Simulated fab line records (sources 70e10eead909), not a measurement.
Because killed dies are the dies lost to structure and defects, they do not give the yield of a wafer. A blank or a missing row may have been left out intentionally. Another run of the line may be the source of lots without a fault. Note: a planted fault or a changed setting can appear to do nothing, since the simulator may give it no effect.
Which of the tools did it? / flow nand-harc / Sampling: 12 lots, 36 wafers, 5 of 1302 route steps

== WHAT EACH GAUGE READ, for each wafer ==
NHARC_END_SORT_01. Usual: killed-at-array 55, standard deviation 17; killed-at-other 1.1, standard deviation 1.6; killed-at-periphery 3.8, standard deviation 2.5; killed-dies 60, standard deviation 18; killed-open 3.3, standard deviation 1.9; killed-short 2.5, standard deviation 1.7.
lot=L394; measured=day 28 11:44; on=prober-01; killed-at-array=675 667 674; killed-at-other=0 3 0; killed-at-periphery=2 7 3; killed-dies=677 677 677; killed-open=2 3 5; killed-short=0 1 3; flag=OFF
lot=L396; measured=day 28 11:47; on=prober-02; killed-at-array=668 666 669; killed-at-other=6 7 4; killed-at-periphery=3 4 4; killed-dies=677 677 677; killed-open=5 3 3; killed-short=2 1 1; flag=OFF
lot=L398; measured=day 28 19:31; on=prober-02; killed-at-array=668 669 673; killed-at-other=2 3 4; killed-at-periphery=7 5 0; killed-dies=677 677 677; killed-open=1 4 4; killed-short=2 5 2; flag=OFF
lot=L404; measured=day 30 15:14; on=prober-01; killed-at-array=63 86 78; killed-at-other=0 0 0; killed-at-periphery=4 2 5; killed-dies=67 88 83; killed-open=2 3 5; killed-short=5 1 3; flag=
lot=L405; measured=day 31 16:08; on=prober-02; killed-at-array=39 32 40; killed-at-other=2 0 2; killed-at-periphery=1 3 2; killed-dies=42 35 44; killed-open=9 4 1; killed-short=2 5 3; flag=
lot=L408; measured=day 32 20:26; on=prober-01; killed-at-array=65 47 63; killed-at-other=5 2 4; killed-at-periphery=1 8 5; killed-dies=71 57 72; killed-open=6 2 2; killed-short=4 2 0; flag=

== WHICH TOOL RAN EACH LOT (tool, then ch and the chambers of the sampled wafers, then the start) ==
lot=L389; NHARC_A_CONTACT_ETCH_128=har-cap-etch-03 ch 0,1, day 22 10:28; NHARC_A_CONTACT_ETCH_106=rie-diel-09 ch 0,1,3, day 22 12:44; NHARC_A_CONTACT_STRIP_82=rie-diel-09 ch 0,1,3, day 22 16:16 or earlier; NHARC_A_CONTACT_DEP_85=pecvd-04 ch 0,1,2, day 22 16:16
lot=L388; NHARC_A_CONTACT_ETCH_128=har-cap-etch-02 ch 0,1, day 22 10:44; NHARC_A_CONTACT_ETCH_106=rie-diel-11 ch 1,2, day 22 13:40; NHARC_A_CONTACT_STRIP_82=rie-diel-11 ch 0,1, day 22 16:26 or earlier; NHARC_A_CONTACT_DEP_85=pecvd-04 ch 0,2, day 22 16:26
lot=L393; NHARC_A_CONTACT_ETCH_128=har-cap-etch-01 ch 0,1, day 24 21:17; NHARC_A_CONTACT_ETCH_106=rie-diel-09 ch 0,1,2, day 24 23:29; NHARC_A_CONTACT_STRIP_82=rie-diel-09 ch 1,2,3, day 25 04:09 or earlier; NHARC_A_CONTACT_DEP_85=pecvd-04 ch 1,2, day 25 04:09
lot=L394; NHARC_A_CONTACT_ETCH_128=har-cap-etch-02 ch 0,1, day 25 23:38; NHARC_A_CONTACT_ETCH_106=rie-diel-09 ch 0,2,3, day 26 01:49; NHARC_A_CONTACT_STRIP_82=rie-diel-09 ch 0,1,2, day 26 07:39 or earlier; NHARC_A_CONTACT_DEP_85=pecvd-01 ch 0,2, day 26 07:39
lot=L396; NHARC_A_CONTACT_ETCH_128=har-cap-etch-01 ch 0,1, day 26 05:01; NHARC_A_CONTACT_ETCH_106=rie-diel-08 ch 0,3, day 26 07:13; NHARC_A_CONTACT_STRIP_82=rie-diel-08 ch 2,3, day 26 09:41 or earlier; NHARC_A_CONTACT_DEP_85=pecvd-04 ch 1,2, day 26 09:41
lot=L398; NHARC_A_CONTACT_ETCH_128=har-cap-etch-03 ch 0,1, day 26 08:34; NHARC_A_CONTACT_ETCH_106=rie-diel-09 ch 0,2,3, day 26 10:43; NHARC_A_CONTACT_STRIP_82=rie-diel-09 ch 0,1, day 26 13:10 or earlier; NHARC_A_CONTACT_DEP_85=pecvd-01 ch 0,1, day 26 13:10
lot=L404; NHARC_A_CONTACT_ETCH_128=har-cap-etch-03 ch 0,1, day 28 07:01; NHARC_A_CONTACT_ETCH_106=rie-diel-11 ch 0,1,3, day 28 09:13; NHARC_A_CONTACT_STRIP_82=rie-diel-11 ch 0,2,3, day 28 12:29 or earlier; NHARC_A_CONTACT_DEP_85=pecvd-01 ch 0,1,2, day 28 12:29
lot=L405; NHARC_A_CONTACT_ETCH_128=har-cap-etch-03 ch 0,1, day 29 02:17; NHARC_A_CONTACT_ETCH_106=rie-diel-11 ch 0,2,3, day 29 04:29; NHARC_A_CONTACT_STRIP_82=rie-diel-11 ch 0,1,3, day 29 09:23 or earlier; NHARC_A_CONTACT_DEP_85=pecvd-03 ch 0,1, day 29 09:23
lot=L408; NHARC_A_CONTACT_ETCH_128=har-cap-etch-02 ch 0,1, day 30 02:59; NHARC_A_CONTACT_ETCH_106=rie-diel-09 ch 0,1,3, day 30 05:07; NHARC_A_CONTACT_STRIP_82=rie-diel-09 ch 1,2,3, day 30 08:01 or earlier; NHARC_A_CONTACT_DEP_85=pecvd-01 ch 0,2, day 30 08:01
lot=L407; NHARC_A_CONTACT_ETCH_128=har-cap-etch-03 ch 0,1, day 30 06:53; NHARC_A_CONTACT_ETCH_106=rie-diel-09 ch 0,1,2, day 30 09:22; NHARC_A_CONTACT_STRIP_82=rie-diel-09 ch 0,2,3, day 30 11:46 or earlier; NHARC_A_CONTACT_DEP_85=pecvd-03 ch 0,2, day 30 11:46
lot=L406; NHARC_A_CONTACT_ETCH_128=har-cap-etch-01 ch 1, day 30 09:20; NHARC_A_CONTACT_ETCH_106=rie-diel-11 ch 0,1,2, day 30 12:01; NHARC_A_CONTACT_STRIP_82=rie-diel-11 ch 0,1,3, day 30 14:28 or earlier; NHARC_A_CONTACT_DEP_85=pecvd-01 ch 0,1,2, day 30 14:28
lot=L410; NHARC_A_CONTACT_ETCH_128=har-cap-etch-03 ch 0,1, day 31 17:14; NHARC_A_CONTACT_ETCH_106=rie-diel-08 ch 0,2, day 31 19:25; NHARC_A_CONTACT_STRIP_82=rie-diel-08 ch 0,2,3, day 32 05:14 or earlier; NHARC_A_CONTACT_DEP_85=pecvd-04 ch 0,1,2, day 32 05:14
- NHARC_A_CONTACT_ETCH_128: etches the open film in C4F8/O2/Ar, time 197 s, target depth 1918 nm.
- NHARC_A_CONTACT_ETCH_106: etches the open film in CF4/O2, target depth 90 nm, overetch 9 nm, time 49.5 s.
- NHARC_A_CONTACT_STRIP_82: strips in O2.
- NHARC_A_CONTACT_DEP_85: deposits SiON, target thk 60 nm.

== WHAT THE TOOLS THEMSELVES READ (means of the sampled wafers that have a number; where no wafer has one, the mark that the record gives instead) ==
NHARC_A_CONTACT_ETCH_106. Usual: drypump-motor-current-A 5.9 A, standard deviation 0.47; mfc-ar-sccm 0.004 sccm, standard deviation 0.0064; oes_ar_750_au 1.000 a.u., standard deviation 0.0045; oes_f_703_au 0.999 a.u., standard deviation 0.0038; oes-product-au 1.003 a.u., standard deviation 0.01; rf-vpp-V 198.3 V, standard deviation 1.5; showerhead-plenum-p-Torr 1.36 Torr, standard deviation 0.069; throttle-valve-pct 13.397 %, standard deviation 0.0093.
lot=L389; tool=rie-diel-09; drypump-motor-current-A (A)=5.7; mfc-ar-sccm (sccm)=0.000; oes_ar_750_au (a.u.)=1.001; oes_f_703_au (a.u.)=1.001; oes-product-au (a.u.)=1.008; rf-vpp-V (V)=198.1; showerhead-plenum-p-Torr (Torr)=1.33; throttle-valve-pct (%)=13.405; flag=
lot=L388; tool=rie-diel-11; drypump-motor-current-A (A)=6.4; mfc-ar-sccm (sccm)=0.003; oes_ar_750_au (a.u.)=1.001; oes_f_703_au (a.u.)=1.000; oes-product-au (a.u.)=0.992; rf-vpp-V (V)=196.7; showerhead-plenum-p-Torr (Torr)=1.30; throttle-valve-pct (%)=13.400; flag=
lot=L393; tool=rie-diel-09; drypump-motor-current-A (A)=5.8; mfc-ar-sccm (sccm)=0.006; oes_ar_750_au (a.u.)=1.000; oes_f_703_au (a.u.)=0.997; oes-product-au (a.u.)=1.009; rf-vpp-V (V)=198.9; showerhead-plenum-p-Torr (Torr)=1.37; throttle-valve-pct (%)=13.389; flag=
lot=L394; tool=rie-diel-09; drypump-motor-current-A (A)=5.6; mfc-ar-sccm (sccm)=0.006; oes_ar_750_au (a.u.)=0.998; oes_f_703_au (a.u.)=1.000; oes-product-au (a.u.)=1.005; rf-vpp-V (V)=199.1; showerhead-plenum-p-Torr (Torr)=1.39; throttle-valve-pct (%)=13.398; flag=
lot=L396; tool=rie-diel-08; drypump-motor-current-A (A)=5.3; mfc-ar-sccm (sccm)=0.007; oes_ar_750_au (a.u.)=0.996; oes_f_703_au (a.u.)=1.000; oes-product-au (a.u.)=0.998; rf-vpp-V (V)=200.2; showerhead-plenum-p-Torr (Torr)=1.42; throttle-valve-pct (%)=13.396; flag=
lot=L398; tool=rie-diel-09; drypump-motor-current-A (A)=5.6; mfc-ar-sccm (sccm)=0.006; oes_ar_750_au (a.u.)=1.003; oes_f_703_au (a.u.)=1.002; oes-product-au (a.u.)=1.009; rf-vpp-V (V)=198.8; showerhead-plenum-p-Torr (Torr)=1.39; throttle-valve-pct (%)=13.390; flag=
lot=L404; tool=rie-diel-11; drypump-motor-current-A (A)=6.2; mfc-ar-sccm (sccm)=0.002; oes_ar_750_au (a.u.)=0.997; oes_f_703_au (a.u.)=0.999; oes-product-au (a.u.)=1.004; rf-vpp-V (V)=198.8; showerhead-plenum-p-Torr (Torr)=1.35; throttle-valve-pct (%)=13.402; flag=
lot=L405; tool=rie-diel-11; drypump-motor-current-A (A)=6.3; mfc-ar-sccm (sccm)=0.004; oes_ar_750_au (a.u.)=1.000; oes_f_703_au (a.u.)=1.002; oes-product-au (a.u.)=0.990; rf-vpp-V (V)=198.8; showerhead-plenum-p-Torr (Torr)=1.35; throttle-valve-pct (%)=13.399; flag=
lot=L408; tool=rie-diel-09; drypump-motor-current-A (A)=5.7; mfc-ar-sccm (sccm)=0.000; oes_ar_750_au (a.u.)=0.998; oes_f_703_au (a.u.)=0.998; oes-product-au (a.u.)=0.995; rf-vpp-V (V)=198.2; showerhead-plenum-p-Torr (Torr)=1.33; throttle-valve-pct (%)=13.392; flag=
lot=L407; tool=rie-diel-09; drypump-motor-current-A (A)=5.8; mfc-ar-sccm (sccm)=0.006; oes_ar_750_au (a.u.)=1.005; oes_f_703_au (a.u.)=0.999; oes-product-au (a.u.)=1.000; rf-vpp-V (V)=199.0; showerhead-plenum-p-Torr (Torr)=1.37; throttle-valve-pct (%)=13.391; flag=
lot=L406; tool=rie-diel-11; drypump-motor-current-A (A)=6.3; mfc-ar-sccm (sccm)=0.004; oes_ar_750_au (a.u.)=1.001; oes_f_703_au (a.u.)=0.997; oes-product-au (a.u.)=0.998; rf-vpp-V (V)=197.2; showerhead-plenum-p-Torr (Torr)=1.34; throttle-valve-pct (%)=13.403; flag=
lot=L410; tool=rie-diel-08; drypump-motor-current-A (A)=5.1; mfc-ar-sccm (sccm)=0.007; oes_ar_750_au (a.u.)=1.001; oes_f_703_au (a.u.)=1.001; oes-product-au (a.u.)=0.998; rf-vpp-V (V)=198.7; showerhead-plenum-p-Torr (Torr)=1.39; throttle-valve-pct (%)=13.403; flag=

NHARC_A_CONTACT_STRIP_82. Usual: drypump-motor-current-A 5.9 A, standard deviation 0.47; mfc-ar-sccm 0.004 sccm, standard deviation 0.0065; oes-product-au 1.001 a.u., standard deviation 0.011; rf-vpp-V 57.8 V, standard deviation 0.91; showerhead-plenum-p-Torr 3.58 Torr, standard deviation 0.18; throttle-valve-pct 17.037 %, standard deviation 0.0083.
lot=L389; tool=rie-diel-09; drypump-motor-current-A (A)=5.7; mfc-ar-sccm (sccm)=0.000; oes-product-au (a.u.)=1.008; rf-vpp-V (V)=57.9; showerhead-plenum-p-Torr (Torr)=3.52; throttle-valve-pct (%)=17.040; flag=
lot=L388; tool=rie-diel-11; drypump-motor-current-A (A)=6.2; mfc-ar-sccm (sccm)=0.005; oes-product-au (a.u.)=1.001; rf-vpp-V (V)=57.4; showerhead-plenum-p-Torr (Torr)=3.34; throttle-valve-pct (%)=17.037; flag=
lot=L393; tool=rie-diel-09; drypump-motor-current-A (A)=6.0; mfc-ar-sccm (sccm)=0.006; oes-product-au (a.u.)=1.010; rf-vpp-V (V)=57.8; showerhead-plenum-p-Torr (Torr)=3.54; throttle-valve-pct (%)=17.023; flag=
lot=L394; tool=rie-diel-09; drypump-motor-current-A (A)=5.8; mfc-ar-sccm (sccm)=0.006; oes-product-au (a.u.)=1.006; rf-vpp-V (V)=57.2; showerhead-plenum-p-Torr (Torr)=3.62; throttle-valve-pct (%)=17.045; flag=
lot=L396; tool=rie-diel-08; drypump-motor-current-A (A)=5.8; mfc-ar-sccm (sccm)=0.000; oes-product-au (a.u.)=0.998; rf-vpp-V (V)=58.2; showerhead-plenum-p-Torr (Torr)=3.59; throttle-valve-pct (%)=17.040; flag=
lot=L398; tool=rie-diel-09; drypump-motor-current-A (A)=5.6; mfc-ar-sccm (sccm)=0.000; oes-product-au (a.u.)=1.007; rf-vpp-V (V)=57.9; showerhead-plenum-p-Torr (Torr)=3.60; throttle-valve-pct (%)=17.035; flag=
lot=L404; tool=rie-diel-11; drypump-motor-current-A (A)=6.3; mfc-ar-sccm (sccm)=0.004; oes-product-au (a.u.)=0.994; rf-vpp-V (V)=56.9; showerhead-plenum-p-Torr (Torr)=3.59; throttle-valve-pct (%)=17.038; flag=
lot=L405; tool=rie-diel-11; drypump-motor-current-A (A)=6.2; mfc-ar-sccm (sccm)=0.002; oes-product-au (a.u.)=0.995; rf-vpp-V (V)=57.4; showerhead-plenum-p-Torr (Torr)=3.58; throttle-valve-pct (%)=17.036; flag=
lot=L408; tool=rie-diel-09; drypump-motor-current-A (A)=6.0; mfc-ar-sccm (sccm)=0.006; oes-product-au (a.u.)=0.989; rf-vpp-V (V)=57.5; showerhead-plenum-p-Torr (Torr)=3.53; throttle-valve-pct (%)=17.032; flag=
lot=L407; tool=rie-diel-09; drypump-motor-current-A (A)=5.6; mfc-ar-sccm (sccm)=0.006; oes-product-au (a.u.)=0.982; rf-vpp-V (V)=57.6; showerhead-plenum-p-Torr (Torr)=3.66; throttle-valve-pct (%)=17.043; flag=
lot=L406; tool=rie-diel-11; drypump-motor-current-A (A)=6.2; mfc-ar-sccm (sccm)=0.002; oes-product-au (a.u.)=0.998; rf-vpp-V (V)=57.6; showerhead-plenum-p-Torr (Torr)=3.57; throttle-valve-pct (%)=17.031; flag=
lot=L410; tool=rie-diel-08; drypump-motor-current-A (A)=5.6; mfc-ar-sccm (sccm)=0.004; oes-product-au (a.u.)=0.999; rf-vpp-V (V)=58.2; showerhead-plenum-p-Torr (Torr)=3.65; throttle-valve-pct (%)=17.043; flag=

NHARC_A_CONTACT_DEP_85. Usual: chamber-pressure-Torr 3.501 Torr, standard deviation 0.0081; heater-power-outer-w 415 W, standard deviation 49; heater-power-w 714 W, standard deviation 65.
lot=L389; tool=pecvd-04; chamber-pressure-Torr (Torr)=3.506; heater-power-outer-w (W)=393; heater-power-w (W)=694; flag=
lot=L388; tool=pecvd-04; chamber-pressure-Torr (Torr)=3.505; heater-power-outer-w (W)=423; heater-power-w (W)=742; flag=
lot=L393; tool=pecvd-04; chamber-pressure-Torr (Torr)=3.496; heater-power-outer-w (W)=406; heater-power-w (W)=689; flag=
lot=L394; tool=pecvd-01; chamber-pressure-Torr (Torr)=-; heater-power-outer-w (W)=-; heater-power-w (W)=-; flag=OFF
lot=L396; tool=pecvd-04; chamber-pressure-Torr (Torr)=-; heater-power-outer-w (W)=-; heater-power-w (W)=-; flag=OFF
lot=L398; tool=pecvd-01; chamber-pressure-Torr (Torr)=-; heater-power-outer-w (W)=-; heater-power-w (W)=-; flag=OFF
lot=L404; tool=pecvd-01; chamber-pressure-Torr (Torr)=3.492; heater-power-outer-w (W)=438; heater-power-w (W)=732; flag=
lot=L405; tool=pecvd-03; chamber-pressure-Torr (Torr)=3.498; heater-power-outer-w (W)=398; heater-power-w (W)=703; flag=
lot=L408; tool=pecvd-01; chamber-pressure-Torr (Torr)=3.511; heater-power-outer-w (W)=434; heater-power-w (W)=681; flag=
lot=L407; tool=pecvd-03; chamber-pressure-Torr (Torr)=3.507; heater-power-outer-w (W)=406; heater-power-w (W)=688; flag=
lot=L406; tool=pecvd-01; chamber-pressure-Torr (Torr)=3.493; heater-power-outer-w (W)=445; heater-power-w (W)=731; flag=
lot=L410; tool=pecvd-04; chamber-pressure-Torr (Torr)=3.502; heater-power-outer-w (W)=432; heater-power-w (W)=738; flag=

== THE ANSWER, worked out from the rows above alone ==
Rule: lot off if the mean of its wafers having a number is beyond 3 standard deviations from the usual mean. Also off: a lot with no number at a reading for which 4 or more lots have one. The other lots that the step has rows for count as sound. The gauges are gone through in route order, then the tools' own readings, and for those a lot's mean is taken as printed above. The first step at which some lot is off is used, and at that step the reading that is off furthest; a lot without a number counts as furthest.
Off: L394, L396, L398, at NHARC_END_SORT_01 (killed-at-array). Neither off nor sound, because the step has no rows for them: L389, L388, L393, L407, L406, L410.
A tool fits if, at a process step before that reading, it ran every lot that is off, and no sound lot after the first of them. The gauges at NHARC_END_SORT_01 aren't tried: what is off there is off at NHARC_A_CONTACT_DEP_85 too, on other tools, and a gauge's error can't cause that. NHARC_A_CONTACT_STRIP_82 gives no start for some lots, so the hours and the order of its lots are those of NHARC_A_CONTACT_DEP_85. No candidate that was tried fits.

== WHAT THE SIMULATOR HAD PUT IN ==
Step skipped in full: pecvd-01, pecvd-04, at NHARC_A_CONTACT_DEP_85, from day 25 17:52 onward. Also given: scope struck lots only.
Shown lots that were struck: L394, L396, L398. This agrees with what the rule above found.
